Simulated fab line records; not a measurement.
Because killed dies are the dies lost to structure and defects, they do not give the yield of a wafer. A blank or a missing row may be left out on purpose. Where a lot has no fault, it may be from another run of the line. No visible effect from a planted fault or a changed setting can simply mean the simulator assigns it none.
Which tool is to blame? | flow nandHarc | 11 lots, 33 wafers sampled, at 2 steps of a route of 1302

## WHAT THE GAUGES SHOWED, per wafer
NHARC_P_ZERO_WELL_CD_MEAS_11: the cd target is 500 nm.
lot  | measured     | on       | cdNm (nm)
L457 | day 1 21:14  | cdSem-01 | 500.8 502.2 500.4
L461 | day 3 13:15  | cdSem-02 | 499.3 498.5 501.6
L464 | day 4 19:14  | cdSem-03 | 501.0 500.3 500.0
L465 | day 5 05:07  | cdSem-02 | 503.1 502.8 498.1
L466 | day 5 15:14  | cdSem-03 | 501.8 502.3 501.3
L469 | day 6 21:15  | cdSem-03 | 500.8 499.9 500.0
L470 | day 7 07:07  | cdSem-01 | 501.3 501.0 501.8
L472 | day 8 03:14  | cdSem-03 | 510.5 501.2 515.3 510.5 501.5 514.8
L473 | day 8 13:07  | cdSem-01 | 515.4 503.2 499.2 515.3 503.3 499.1
L478 | day 10 15:17 | cdSem-01 | 503.4 501.9 502.6
L480 | day 11 11:15 | cdSem-02 | 503.9 502.4 499.3

## TOOL THAT RAN EACH LOT (tool first, then ch and the chambers of the sampled wafers, then the start)
lot  | NHARC_P_ZERO_WELL_PEB_09
L457 | lithoTrack-02 ch 0, day 1 21:09
L461 | lithoTrack-03 ch 0, day 3 13:10
L464 | lithoTrack-02 ch 0, day 4 19:09
L465 | lithoTrack-02 ch 0, day 5 05:02
L466 | lithoTrack-03 ch 0, day 5 15:09
L469 | lithoTrack-03 ch 0, day 6 21:10
L470 | lithoTrack-02 ch 0, day 7 07:02
L472 | lithoTrack-02 ch 0, day 8 03:10
L473 | lithoTrack-02 ch 0, day 8 13:02
L478 | lithoTrack-03 ch 0, day 10 15:12
L480 | lithoTrack-03 ch 0, day 11 11:10
- NHARC_P_ZERO_WELL_PEB_09: peb time 80 s.

## THE ANSWER, worked out from the rows above alone
Rule: usual is defined by the lots themselves. Put in order of their means at a reading, lots are off if they are a third of the lots or fewer, leave a main group of 4 or more, and stand apart from it by a gap of 3 or more times the standard deviation of the main group's means; of several such gaps the widest counts. The tables above print the reading to a certain number of digits; a main group whose means all agree to those digits is not used. A lot without any number at a reading at which 4 lots or more have one is off too. Where the step has rows for the other lots, those lots are counted as sound.
Off: L472, L473, at NHARC_P_ZERO_WELL_CD_MEAS_11 (cdNm). The main group: mean 501.2 nm, standard deviation 0.84.
A tool fits if, at a process step before that reading, it ran every lot that is off, and no sound lot after the first of them. Those tools and the gauges at NHARC_P_ZERO_WELL_CD_MEAS_11 are tried in the same way. One fits: NHARC_P_ZERO_WELL_PEB_09 on lithoTrack-02. Its last sound lot is L470 (day 7 07:02), its first lot that is off L472 (day 8 03:10): a fault that began between those two fits.

## WHAT WAS PUT IN BY THE SIMULATOR
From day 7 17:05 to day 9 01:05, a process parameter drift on lithoTrack-02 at NHARC_P_ZERO_WELL_PEB_09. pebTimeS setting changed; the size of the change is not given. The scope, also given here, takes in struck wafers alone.
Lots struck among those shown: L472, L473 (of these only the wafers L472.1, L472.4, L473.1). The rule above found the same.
